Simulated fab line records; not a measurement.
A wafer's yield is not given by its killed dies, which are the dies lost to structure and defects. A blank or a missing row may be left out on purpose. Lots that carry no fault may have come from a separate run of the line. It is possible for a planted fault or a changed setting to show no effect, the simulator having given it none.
Struck lot and sound lot, side by side	flow n5-finfet	15 steps out of a route of 1938
Sound: the wafers L790.1, L790.4, L790.6. Struck: wafers L800.1, L800.5, L800.6. Last of all comes the cause.
Each step with rows lists, per side, the tool, then ch with its chambers, then its first start. Under that, the readings that differ: sound wafers	struck wafers	difference of the means	sigmas: that difference in standard deviations of wafers without a fault.
alike: a reading whose means differ by less than 2 such deviations, as well as words and numbers matching on both sides. not compared: withheld readings; readings where some wafer has no value; bounds like >300 that might hide an equal value; numbers whose values overlap and for which the record gives no deviation.
Wherever a step has rows on one side only, a row that says differs or no value, or a row with sigmas, the two part there. When numbers do not overlap yet have no deviation, they are printed without sigmas and do not part them. Lack of a reading on every wafer of one side parts them only where that side has two or more wafers.

first, 1 step without rows for these wafers: N5_ZERO_LAYER_SRD_01 (time 30 s, dry time 30 s).
N5_ZERO_LAYER_PECVD_02: deposits SiO2 from SiH4/N2O, target thk 10 nm, time 6 s.
  sound on pecvd-04 ch 0,1, day 2 06:17; struck on pecvd-04 ch 0,2, day 4 18:17
  alike: heater-power-w, showerhead-plenum-p-Torr, showerhead-vpp-V
then, 8 steps without rows for these wafers: N5_ZERO_LAYER_HMDS_04 (time 60 s); N5_ZERO_LAYER_COAT_05 (resist thk 1000 nm); N5_ZERO_LAYER_EBR_07; N5_ZERO_LAYER_SOFTBAKE_06 (time 90 s); N5_ZERO_LAYER_EXPOSE_08 (exposes mask ZERO, defocus 0 nm, target cd 2000 nm); N5_ZERO_LAYER_PEB_09; N5_ZERO_LAYER_DEVELOP_10 (develop time 60 s); N5_ZERO_LAYER_HARDBAKE_23 (time 120 s).
N5_ZERO_LAYER_CD_MEAS_11: target cd 2000 nm.
  sound on cd-sem-03 ch 0, day 2 06:40; struck on cd-sem-02 ch 0, day 4 18:47
  alike: cd-nm
N5_ZERO_LAYER_DESCUM_16: chemistry O2, time 7.9 s.
  sound on rie-diel-04 ch 0,2,3, day 2 06:44; struck on rie-diel-04 ch 1,2,3, day 4 19:10
  alike: drypump-motor-current-A, oes-product-au, rf-vpp-V, showerhead-plenum-p-Torr, throttle-valve-pct
  not compared: rf-hours-counter-h
N5_ZERO_LAYER_ETCH_17: etches SiO2 in CF4, target depth 12 nm, time 13.3 s.
  sound on rie-diel-04 ch 0,2,3, day 2 06:46; struck on rie-diel-04 ch 1,2,3, day 4 19:12
reading	sound	struck	difference	sigmas
oes-product-au (a.u.)	0.75 0.82 0.72	0.96 0.96 0.88	+0.17	+2
model.etch.depth-nm (nm)	11.99 11.96 12.14	16 15.77 15.85	+4	
  alike: bias-w, drypump-motor-current-A, rf-vpp-V, showerhead-plenum-p-Torr, throttle-valve-pct
  not compared: rf-hours-counter-h
N5_ZERO_LAYER_ETCH_18: etches Si in HBr/Cl2, target depth 120 nm, time 40 s.
  sound on rie-si-01 ch 1,2, day 2 06:50; struck on rie-si-01 ch 0,3, day 4 19:16
  alike: bias-w, drypump-motor-current-A, oes-product-au, throttle-valve-pct
  not compared: rf-hours-counter-h
-- a jump in the record: the struck wafers' starts before and after are 11 days apart (it breaks off in module ZERO_LAYER and resumes in module PASSIVATION, where the first step shown is number 1936 of the route) --
N5_PASSIVATION_PROBE_49:
  sound on prober-01 at day 13 20:25; struck on prober-01 at day 15 09:40
  alike: killed_at_M0_to_M3, killed_at_M4_up, killed-at-contacts, killed-at-front-end, killed-at-other, killed-dies, killed-open, killed-short

== WHERE THEY PART ==
N5_ZERO_LAYER_ETCH_17 only, going by this record. Later steps at which nothing parts them and some readings are alike: N5_ZERO_LAYER_ETCH_18, N5_PASSIVATION_PROBE_49.

WHY: what the simulator had put in
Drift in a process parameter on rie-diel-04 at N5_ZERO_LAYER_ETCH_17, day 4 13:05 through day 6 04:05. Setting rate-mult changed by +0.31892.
